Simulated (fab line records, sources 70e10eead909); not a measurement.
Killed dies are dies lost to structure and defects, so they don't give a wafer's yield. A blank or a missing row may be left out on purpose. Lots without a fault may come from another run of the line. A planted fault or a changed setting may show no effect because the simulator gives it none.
A struck lot beside a sound one | flow nand_harc | 15 steps out of a route of 1302
Sound: wafers L212.1, L212.4, L212.6. Struck: wafer L231.1. (L231.3, L231.6 of the same lot were not struck and are left out.) The cause comes at the end.
At each step with rows: each side's tool, then ch and its chambers, then its first start. Under that, the readings that differ: sound wafers | struck wafers | difference of the means | sigmas: that difference in standard deviations of wafers without a fault.
alike: readings whose means differ by less than 2 such deviations, and words and numbers that are the same on both sides. not compared: withheld readings, readings that some wafer has no value for, bounds like >300 that may hide the same value, and numbers for which the record gives no deviation and whose values overlap.
The two part at a step that has a row with sigmas, a row that says differs or no value, or rows on one side only. Numbers that don't overlap but have no deviation are shown without sigmas and don't part them. A reading that every wafer of one side lacks parts them only if that side has two wafers or more.

first, 1 step without rows for these wafers: NHARC_A_ONON_D1_DEP_12 (target thk 1000 nm).
NHARC_A_ONON_D1_THK_MEAS_14: measures by ellipsometry.
  sound on film_metro-02, day 9 07:12; struck on film_metro-01, day 17 00:49
  alike: thk_nm
then, 2 steps without rows for these wafers: NHARC_A_ONON_D1_ANNEAL_15 (time 3600 s); NHARC_A_ONON_D1_DEP_16 (target thk 1000 nm).
NHARC_A_ONON_D1_THK_MEAS_18: measures by ellipsometry.
  sound on film_metro-01, day 9 15:17; struck on film_metro-02, day 17 09:52
  alike: thk_nm
then, 1 step without rows for these wafers: NHARC_A_ONON_D1_DEP_19 (target thk 1000 nm).
NHARC_A_ONON_D1_THK_MEAS_21: measures by ellipsometry.
  sound on film_metro-01, day 9 15:52; struck on film_metro-02, day 17 10:27
  alike: thk_nm
then, 1 step without rows for these wafers: NHARC_A_ONON_D1_DEP_22 (target thk 1000 nm).
NHARC_A_ONON_D1_THK_MEAS_24: measures by ellipsometry.
  sound on film_metro-01, day 9 16:25; struck on film_metro-01, day 17 11:01
  alike: thk_nm
then, 1 step without rows for these wafers: NHARC_A_ONON_D1_DEP_25 (target thk 1000 nm).
NHARC_A_ONON_D1_THK_MEAS_27: measures by ellipsometry.
  sound on film_metro-02, day 9 16:59; struck on film_metro-02, day 17 11:35
  alike: thk_nm
NHARC_A_ONON_D1_DEP_28: target thk 1000 nm.
  sound on pecvd_onon-02 ch 0, day 9 17:02; struck on pecvd_onon-01 ch 0, day 17 11:38
NHARC_A_ONON_D1_THK_MEAS_30: measures by ellipsometry.
  sound on film_metro-02, day 9 17:33; struck on film_metro-02, day 17 12:09
  reading     | sound       | struck | difference | sigmas
  thk_nm (nm) | 999 999 998 | 938    | -61        | -8
NHARC_A_ONON_D1_DEP_33: deposits SiO2, target thk 200 nm.
  sound on pecvd-03 ch 0,2, day 9 17:42; struck on pecvd-02 ch 2, day 17 12:23
  reading                | sound          | struck | difference | sigmas
  throttle_valve_pct (%) | 15.1 15.0 15.1 | 16.4   | +1.3       | +2
  alike: heater_power_w
-- the record jumps here: 17 days lie between the struck wafers' starts before and after (it left off in module A_ONON_D1 and takes up again in module END, whose first step shown is number 1302 of the route) --
NHARC_END_SORT_01:
  the record has rows for the struck wafers here (prober-02 ch 0, day 34 04:02) and none for the sound ones

WHERE THEY PART
First at NHARC_A_ONON_D1_THK_MEAS_30; last, within this record, at NHARC_END_SORT_01.

WHY: what the simulator had put in
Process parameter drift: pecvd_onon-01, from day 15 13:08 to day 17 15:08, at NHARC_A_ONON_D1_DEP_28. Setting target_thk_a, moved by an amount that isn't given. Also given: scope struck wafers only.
